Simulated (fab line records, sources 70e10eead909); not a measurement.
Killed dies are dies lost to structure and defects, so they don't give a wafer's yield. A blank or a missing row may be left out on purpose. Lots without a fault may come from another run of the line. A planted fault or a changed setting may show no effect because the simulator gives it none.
Chamber matching | flow nand_harc | NHARC_P_ZERO_WELL_ETCH_65 on rie_diel-10: 4 sister chambers
The step etches the open film in N2/H2, target depth 80 nm, overetch 24 nm, time 87.88 s. 14 wafers are shown with their chamber, then 7 later ones without.

WAFERS WITH THEIR CHAMBER
wafer  | chamber | drypump_motor_current_A (A) | showerhead_plenum_p_Torr (Torr) | rf_vpp_V (V)
L075.2 | 2       | 6.4                         | 2.00                            | 429.5
L075.3 | 3       | 6.6                         | 1.97                            | 427.4
L075.6 | 0       | 6.1                         | 2.14                            | 433.4
L079.4 | 2       | 6.4                         | 2.00                            | 429.1
L079.5 | 2       | 6.4                         | 2.00                            | 428.7
L079.6 | 1       | 5.3                         | 2.06                            | 431.0
L080.1 | 2       | 6.4                         | 2.00                            | 429.7
L080.2 | 3       | 6.5                         | 1.97                            | 429.0
L080.4 | 1       | 5.3                         | 2.06                            | 431.2
L085.4 | 2       | 6.4                         | 1.99                            | 429.6
L085.5 | 1       | 5.3                         | 2.06                            | 430.8
L085.6 | 2       | 6.4                         | 2.00                            | 427.7
L090.1 | 2       | 6.4                         | 1.99                            | 429.4
L090.2 | 3       | 6.6                         | 1.96                            | 429.3

SIGNATURES (means of the wafers above)
reading                  | chamber 0 | chamber 1 | chamber 2 | chamber 3 | scatter within a chamber
drypump_motor_current_A  | 6.100     | 5.300     | 6.400     | 6.567     | 0.0258
showerhead_plenum_p_Torr | 2.1400    | 2.0600    | 1.9971    | 1.9667    | 0.00458
rf_vpp_V                 | 433.400   | 431.000   | 429.100   | 428.567   | 0.717
Rule: a wafer's distance from a chamber is the root of the sum, over the readings, of the square of ((its reading less the chamber's mean) divided by the reading's scatter). The wafer belongs to the nearest chamber; if the next one is less than 2 further off, it can't be placed. The scatter: the root of (the sum of the squares of (reading less its chamber's mean) over the shown wafers, divided by (wafers less chambers)).

WAFERS WITHOUT THEIR CHAMBER
wafer  | drypump_motor_current_A (A) | showerhead_plenum_p_Torr (Torr) | rf_vpp_V (V)
L090.5 | 5.3                         | 2.06                            | 429.7
L093.1 | 6.6                         | 1.96                            | 429.2
L093.2 | 6.1                         | 2.14                            | 434.7
L093.5 | 6.5                         | 1.96                            | 429.0
L096.2 | 6.4                         | 1.99                            | 430.3
L096.5 | 5.3                         | 2.05                            | 430.5
L096.6 | 6.4                         | 1.99                            | 430.1

WHICH CHAMBER EACH WENT THROUGH
wafer  | from the rows above | in truth
L090.5 | 1                   | 1
L093.1 | 3                   | 3
L093.2 | 0                   | 0
L093.5 | 3                   | 3
L096.2 | 2                   | 2
L096.5 | 1                   | 1
L096.6 | 2                   | 2
Placed correctly: 7 of 7. Can't be placed from these rows: 0. Placed wrongly: 0.
